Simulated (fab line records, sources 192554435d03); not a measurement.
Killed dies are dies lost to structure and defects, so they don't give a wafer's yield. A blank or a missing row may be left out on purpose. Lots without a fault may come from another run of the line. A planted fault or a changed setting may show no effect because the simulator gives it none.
Split-lot experiment | flow n5_finfet | 7 lots, 21 wafers read, on a route of 1938 steps

THE SPLIT
At N5_BEOL_M6_TRENCH_ETCH_37 (etches SiCOH lowk in C4F6/O2, target depth 94.435 nm, time 31.5 s), the setting bias_w was moved away from the recipe's 185 W on 5 of the 21 wafers read, by -17.9% to +14.3%. The other wafers ran this setting at the recipe's value.

The reading is taken at the split's own step.

THE READING
rf_vpp_V, in V, at N5_BEOL_M6_TRENCH_ETCH_37 (etches SiCOH lowk in C4F6/O2, target depth 94.435 nm, time 31.5 s). Fault-free wafers of this fab line usually give 658 V, standard deviation 8.8 V.

wafer  | tool, chamber at the split | bias_w as run, W | against the recipe | rf_vpp_V, V | against lot-mates on the recipe
L075.1 | rie_diel-04, 2             | 185              | recipe             | 652         | -
L075.3 | rie_diel-04, 3             | 185              | recipe             | 664         | -
L075.4 | rie_diel-04, 1             | 185              | recipe             | 664         | -
L079.1 | rie_diel-04, 1             | 158.8            | -14.2%             | 590         | -67
L079.3 | rie_diel-04, 2             | 185              | recipe             | 653         | -
L079.5 | rie_diel-04, 0             | 185              | recipe             | 661         | -
L081.2 | rie_diel-06, 0             | 185              | recipe             | 641         | -
L081.4 | rie_diel-06, 2             | 185              | recipe             | 648         | -
L081.6 | rie_diel-06, 3             | 185              | recipe             | 661         | -
L083.1 | rie_diel-05, 1             | 185              | recipe             | 654         | -
L083.4 | rie_diel-05, 0             | 185              | recipe             | 664         | -
L083.5 | rie_diel-05, 2             | 207.7            | +12.3%             | 726         | +67
L085.1 | rie_diel-06, 3             | 185              | recipe             | 660         | -
L085.2 | rie_diel-06, 2             | 185              | recipe             | 647         | -
L085.6 | rie_diel-06, 0             | 185              | recipe             | 640         | -
L087.1 | rie_diel-05, 1             | 151.8            | -17.9%             | 557         | -107
L087.2 | rie_diel-05, 3             | 151.8            | -17.9%             | 560         | -104
L087.3 | rie_diel-05, 2             | 185              | recipe             | 664         | -
L097.1 | rie_diel-05, 2             | 211.5            | +14.3%             | 737         | +75
L097.3 | rie_diel-05, 0             | 185              | recipe             | 661         | -
L097.5 | rie_diel-05, 2             | 185              | recipe             | 663         | -

THE FIT
A straight line over all 21 wafers: rf_vpp_V changes by +5.39 V for each +1% of bias_w; r = +0.98; the points scatter about the line by 7.9 V.
The same after taking each lot's own level away (the mean of its wafers on the recipe; 21 wafers): +5.52 V for each +1%; r = +0.99; scatter 6.6 V.
On that fit, the largest move of bias_w shifts the reading by 99 V.
The lots' own levels span 649.0 to 664.0 V, that is 1.7 times the standard deviation above.
So the lot-to-lot level changes the slope little: the two slopes agree.
Check: with one of the wafers moved furthest among these (-17.9%) left out of the fit, the line predicts -96.2 V for it against its lot-mates. It came out at -107 V against them.
Tool readings at the split's step, against how far the setting was moved: rf_vpp_V r = +0.98.

OTHER SPLITS ON THESE WAFERS
These wafers also went through other splits before the reading. Each is held against what the fit with the lots' levels taken away leaves over:
other split on the same wafers    | wafers away from the commonest value | r with rf_vpp_V (lot level and that fit taken away)
N5_BEOL_M1_ALD_98 ald_cycles      | 8                                    | -0.24
N5_BEOL_M2_ETCH_69 bias_w         | 6                                    | +0.05
N5_BEOL_M3_TRENCH_ETCH_37 bias_w  | 8                                    | +0.03
N5_BEOL_M3_ETCH_41 target_depth_a | 3                                    | -0.20
N5_BEOL_M4_DESCUM_33 time_s       | 6                                    | -0.04
N5_BEOL_M4_VIA_ETCH_34 source_w   | 6                                    | +0.10
N5_BEOL_M5_COAT_74 spin_rpm       | 10                                   | -0.32
N5_BEOL_M5_EXPOSE_25 dose_mj      | 11                                   | +0.00
N5_BEOL_M6_ETCH_66 bias_w         | 8                                    | -0.25

THE FILE'S OWN FIT
rf_vpp_V changes by +5.39 V for each +1% of bias_w, r = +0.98.
